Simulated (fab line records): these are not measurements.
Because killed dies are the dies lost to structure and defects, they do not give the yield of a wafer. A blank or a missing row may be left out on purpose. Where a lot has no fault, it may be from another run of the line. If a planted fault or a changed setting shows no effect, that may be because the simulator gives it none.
Split-lot experiment + flow n5_finfet + on a route of 1938 steps: 7 lots, 21 wafers read

## ABOUT THE SPLIT
At N5_BEOL_M8_ETCH_65 (etches SiARC in CF4, target depth 15.6 nm, time 26 s), the setting source_w was moved away from the recipe's 545 W on 9 of the 21 wafers read, by -9.3% to +12.9%. This setting was run at the recipe's value on the other wafers.

The reading is taken at the split's own step.

## THE READING
rf_vpp_V, in V, at N5_BEOL_M8_ETCH_65 (etches SiARC in CF4, target depth 15.6 nm, time 26 s). Fault-free wafers of this fab line usually give 184.4 V, standard deviation 1.2 V.

| wafer  | tool, chamber at the split | source_w as run, W | against the recipe | rf_vpp_V, V | against lot-mates on the recipe |
|--------|----------------------------|--------------------|--------------------|-------------|---------------------------------|
| L078.3 | rie_diel-03, 3             | 499.4              | -8.4%              | 187.1       | +3.2                            |
| L078.4 | rie_diel-03, 3             | 545                | recipe             | 183.9       | -                               |
| L078.6 | rie_diel-03, 1             | 499.4              | -8.4%              | 189.1       | +5.2                            |
| L080.1 | rie_diel-03, 2             | 545                | recipe             | 185.9       | -                               |
| L080.2 | rie_diel-03, 1             | 517.9              | -5.0%              | 184.5       | -0.8                            |
| L080.6 | rie_diel-03, 3             | 545                | recipe             | 184.6       | -                               |
| L082.1 | rie_diel-03, 0             | 545                | recipe             | 185.4       | -                               |
| L082.3 | rie_diel-03, 2             | 545                | recipe             | 185.6       | -                               |
| L082.6 | rie_diel-03, 3             | 545                | recipe             | 183.8       | -                               |
| L084.2 | rie_diel-04, 2             | 545                | recipe             | 183.1       | -                               |
| L084.3 | rie_diel-04, 3             | 545                | recipe             | 185.2       | -                               |
| L084.4 | rie_diel-04, 0             | 615.3              | +12.9%             | 176.5       | -7.6                            |
| L087.2 | rie_diel-03, 0             | 504.1              | -7.5%              | 190.8       | +6.1                            |
| L087.3 | rie_diel-03, 1             | 545                | recipe             | 184.1       | -                               |
| L087.6 | rie_diel-03, 2             | 545                | recipe             | 185.4       | -                               |
| L093.1 | rie_diel-05, 1             | 494.2              | -9.3%              | 190.9       | +5.9                            |
| L093.3 | rie_diel-05, 2             | 494.2              | -9.3%              | 190.7       | +5.7                            |
| L093.6 | rie_diel-05, 1             | 545                | recipe             | 185.0       | -                               |
| L094.2 | rie_diel-05, 2             | 574.5              | +5.4%              | 180.2       | -4.4                            |
| L094.3 | rie_diel-05, 0             | 574.5              | +5.4%              | 181.0       | -3.6                            |
| L094.5 | rie_diel-05, 2             | 545                | recipe             | 184.6       | -                               |

FIT RESULTS
A straight line over all 21 wafers: rf_vpp_V changes by -0.601 V for each +1% of source_w; r = -0.94; the points scatter about the line by 1.2 V.
The same after taking each lot's own level away (the mean of its wafers on the recipe; 21 wafers): -0.593 V for each +1%; r = -0.94; scatter 1.2 V.
According to that fit, moving source_w by its largest amount changes the reading by 7.6 V.
Measured against the standard deviation above, the lots' own levels, which go from 183.90 to 185.25 V, span 1.1 times it.
The two slopes agree, so the slope changes little with the lot-to-lot level.
Check: -8 V against its lot-mates is what the line predicts for one of the wafers moved furthest among these (+12.9%) when that wafer is left out of the fit. It came out at -7.65 V against them.
Tool readings at the split's step, against how far the setting was moved: etch_rf_on_time_s r = -0.95; rf_vpp_V r = -0.94.

## OTHER SPLITS ON THESE WAFERS
Note: prior to the reading, these wafers also went through further splits. Each is held against what the fit with the lots' levels taken away leaves over:
| other split on the same wafers | wafers away from the commonest value | r with rf_vpp_V (lot level and that fit taken away) |
|--------------------------------|--------------------------------------|-----------------------------------------------------|
| N5_BEOL_M4_DEP_57 time_s       | 7                                    | -0.12                                               |
| N5_BEOL_M5_COAT_65 spin_rpm    | 2                                    | -0.26                                               |
| N5_BEOL_M5_COAT_74 spin_rpm    | 5                                    | +0.19                                               |
| N5_BEOL_M8_ETCH_61 bias_w      | 5                                    | -0.61                                               |

## THE WHOLE CHAIN: every reading that the file lists as answering this split, in the file's order
| step               | what it does                                         | reading           | change (the file's fit)              | r (the file's) |
|--------------------|------------------------------------------------------|-------------------|--------------------------------------|----------------|
| N5_BEOL_M8_ETCH_65 | etches SiARC in CF4, target depth 15.6 nm, time 26 s | etch_rf_on_time_s | withheld for each +1% of the setting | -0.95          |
| N5_BEOL_M8_ETCH_65 | etches SiARC in CF4, target depth 15.6 nm, time 26 s | rf_vpp_V          | -0.579 V for each +1% of the setting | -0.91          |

## FILE'S OWN FIT
rf_vpp_V changes by -0.579 V for each +1% of source_w, r = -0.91.
